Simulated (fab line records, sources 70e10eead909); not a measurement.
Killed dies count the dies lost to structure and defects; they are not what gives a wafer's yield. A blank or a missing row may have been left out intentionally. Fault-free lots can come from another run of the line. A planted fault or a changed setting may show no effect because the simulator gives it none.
Which tool did it? :: flow nand_harc :: Sampling: 11 lots, 33 wafers, 3 of 1302 route steps

## WHAT EACH GAUGE READ, for each wafer
NHARC_P_CONTACT_CD_MEAS_12 targets a cd of 90 nm.
lot: L376
measured: day 6 14:43
on: cd_sem-01
cd_nm (nm): 90.3 90.8 90.8

lot: L377
measured: day 7 02:01
on: cd_sem-01
cd_nm (nm): 89.9 90.0 89.7

lot: L378
measured: day 7 13:30
on: cd_sem-03
cd_nm (nm): 88.6 88.5 88.7

lot: L380
measured: day 8 10:23
on: cd_sem-03
cd_nm (nm): 89.9 90.6 89.7

lot: L381
measured: day 9 00:37
on: cd_sem-02
cd_nm (nm): 89.4 89.4 89.1

lot: L385
measured: day 10 23:17
on: cd_sem-01
cd_nm (nm): 93.3 93.7 93.3 93.6 93.3 93.4

lot: L393
measured: day 13 21:55
on: cd_sem-03
cd_nm (nm): 90.0 89.6 90.3

lot: L394
measured: day 14 08:31
on: cd_sem-03
cd_nm (nm): 88.4 89.2 87.8

lot: L395
measured: day 14 22:19
on: cd_sem-02
cd_nm (nm): 88.6 89.1 88.9

lot: L396
measured: day 15 07:00
on: cd_sem-01
cd_nm (nm): 90.0 89.3 89.6

lot: L397
measured: day 15 10:11
on: cd_sem-03
cd_nm (nm): 88.4 88.8 88.9

## WHICH TOOL RAN EACH LOT (tool, then ch and the chambers of the sampled wafers, then the start)
lot: L376
NHARC_P_GATE_RTA_64: rtp_anneal-01 ch 0, day 6 11:35
NHARC_P_CONTACT_EXPOSE_09: arfi_scanner-03 ch 0, day 6 14:34

lot: L377
NHARC_P_GATE_RTA_64: rtp_anneal-02 ch 0, day 6 23:05
NHARC_P_CONTACT_EXPOSE_09: arfi_scanner-01 ch 0, day 7 01:52

lot: L378
NHARC_P_GATE_RTA_64: rtp_anneal-02 ch 0, day 7 10:41
NHARC_P_CONTACT_EXPOSE_09: arfi_scanner-02 ch 0, day 7 13:22

lot: L380
NHARC_P_GATE_RTA_64: rtp_anneal-02 ch 0, day 8 07:42
NHARC_P_CONTACT_EXPOSE_09: arfi_scanner-02 ch 0, day 8 10:16

lot: L381
NHARC_P_GATE_RTA_64: rtp_anneal-02 ch 0, day 8 21:36
NHARC_P_CONTACT_EXPOSE_09: arfi_scanner-03 ch 0, day 9 00:29

lot: L385
NHARC_P_GATE_RTA_64: rtp_anneal-01 ch 0, day 10 20:23
NHARC_P_CONTACT_EXPOSE_09: arfi_scanner-03 ch 0, day 10 23:09

lot: L393
NHARC_P_GATE_RTA_64: rtp_anneal-01 ch 0, day 13 18:39
NHARC_P_CONTACT_EXPOSE_09: arfi_scanner-03 ch 0, day 13 21:46

lot: L394
NHARC_P_GATE_RTA_64: rtp_anneal-02 ch 0, day 14 05:40
NHARC_P_CONTACT_EXPOSE_09: arfi_scanner-02 ch 0, day 14 08:23

lot: L395
NHARC_P_GATE_RTA_64: rtp_anneal-02 ch 0, day 14 19:28
NHARC_P_CONTACT_EXPOSE_09: arfi_scanner-01 ch 0, day 14 22:11

lot: L396
NHARC_P_GATE_RTA_64: rtp_anneal-01 ch 0, day 15 03:59
NHARC_P_CONTACT_EXPOSE_09: arfi_scanner-01 ch 0, day 15 06:52

lot: L397
NHARC_P_GATE_RTA_64: rtp_anneal-01 ch 0, day 15 07:23
NHARC_P_CONTACT_EXPOSE_09: arfi_scanner-03 ch 0, day 15 10:02
- NHARC_P_GATE_RTA_64: time 1 s.
- NHARC_P_CONTACT_EXPOSE_09: exposes mask P CA, target cd 90 nm.

## THE ANSWER, worked out from the rows above alone
Rule: what is usual is taken from the lots themselves. Put in order of their means at a reading, lots are off if they are a third of the lots or fewer, leave a main group of 4 or more, and stand apart from it by a gap of 3 or more times the standard deviation of the main group's means; of several such gaps the widest counts. A main group is skipped when, at the precision printed for the reading in the tables above, its means are all equal. A lot without any number at a reading at which 4 lots or more have one is off too. All remaining lots with rows at the step are treated as sound.
Off, at NHARC_P_CONTACT_CD_MEAS_12 on cd_nm: L385. For the main group the mean is 89.4 nm and the standard deviation 0.7.
If a tool, at a process step before that reading, ran all the lots that are off and no sound lot after the first of them, it fits. Those tools and the gauges at NHARC_P_CONTACT_CD_MEAS_12 are tried in the same way. No candidate that was tried fits.

## WHAT THE SIMULATOR PUT IN
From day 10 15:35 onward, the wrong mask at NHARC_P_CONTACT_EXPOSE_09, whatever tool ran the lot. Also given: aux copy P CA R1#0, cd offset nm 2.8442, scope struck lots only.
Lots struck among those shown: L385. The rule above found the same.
